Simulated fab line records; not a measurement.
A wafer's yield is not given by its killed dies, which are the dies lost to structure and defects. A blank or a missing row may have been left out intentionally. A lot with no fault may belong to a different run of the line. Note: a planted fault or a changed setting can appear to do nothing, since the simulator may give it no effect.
A struck lot beside a sound one	flow nand-harc	14 steps out of a route of 1302
Sound: these wafers, L943.1, L943.3, L943.6. Wafers L955.1, L955.3, L955.5 were the ones struck. The cause comes at the end.
At each step with rows: each side's tool, then ch and its chambers, then its first start. Under that, the readings that differ: sound wafers	struck wafers	difference of the means	sigmas: that difference in standard deviations of wafers without a fault.
alike: a reading whose means differ by less than 2 such deviations, as well as words and numbers matching on both sides. not compared: withheld readings; readings where some wafer has no value; bounds like >300 that might hide an equal value; numbers whose values overlap and for which the record gives no deviation.
Wherever a step has rows on one side only, a row that says differs or no value, or a row with sigmas, the two part there. When numbers do not overlap yet have no deviation, they are printed without sigmas and do not part them. Lack of a reading on every wafer of one side parts them only where that side has two or more wafers.

first, 8 steps without rows for these wafers: NHARC_P_ZERO_WELL_DEHYDRATE_16 (time 120 s); NHARC_P_ZERO_WELL_HMDS_17 (time 30 s); NHARC_P_ZERO_WELL_COAT_18; NHARC_P_ZERO_WELL_SOFTBAKE_19 (time 95 s); NHARC_P_ZERO_WELL_EBR_20; NHARC_P_ZERO_WELL_EXPOSE_21 (exposes mask P NWELL, target cd 720 nm); NHARC_P_ZERO_WELL_PEB_22 (peb time 85 s); NHARC_P_ZERO_WELL_DEVELOP_23 (time 70 s).
NHARC_P_ZERO_WELL_CD_MEAS_24: the cd target is 720 nm.
  sound on cd-sem-03 ch 0, day 5 06:35; struck on cd-sem-03 ch 0, day 10 06:28
  alike: cd-nm
then, 1 step without rows for these wafers: NHARC_P_ZERO_WELL_HARDBAKE_25 (time 80 s).
NHARC_P_ZERO_WELL_DESCUM_26: chemistry O2, time 3 s.
  sound on rie-diel-08 ch 1,2,3, day 5 06:47; struck on rie-diel-09 ch 0,1,2, day 10 06:41
  alike: drypump-motor-current-A, oes-product-au, rf-vpp-V, showerhead-plenum-p-Torr, throttle-valve-pct
  not compared: rf-hours-counter-h
next, for these wafers, 1 step has no rows: NHARC_P_ZERO_WELL_IMPLANT_27.
NHARC_P_ZERO_WELL_IMPLANT_57:
  struck on implanter-01, day 10 07:01; sound on implanter-01 ch 0, day 5 07:07
  no value came back on the struck wafers for beam-energy-keV, beam-on-s (s); on the sound wafers beam-energy-keV reads 249.95 250.01 250.02
next, for these wafers, 1 step has no rows: NHARC_P_ZERO_WELL_IMPLANT_58.

## WHERE THEY PART
NHARC_P_ZERO_WELL_IMPLANT_57 only, going by this record.

WHY: what the simulator had put in
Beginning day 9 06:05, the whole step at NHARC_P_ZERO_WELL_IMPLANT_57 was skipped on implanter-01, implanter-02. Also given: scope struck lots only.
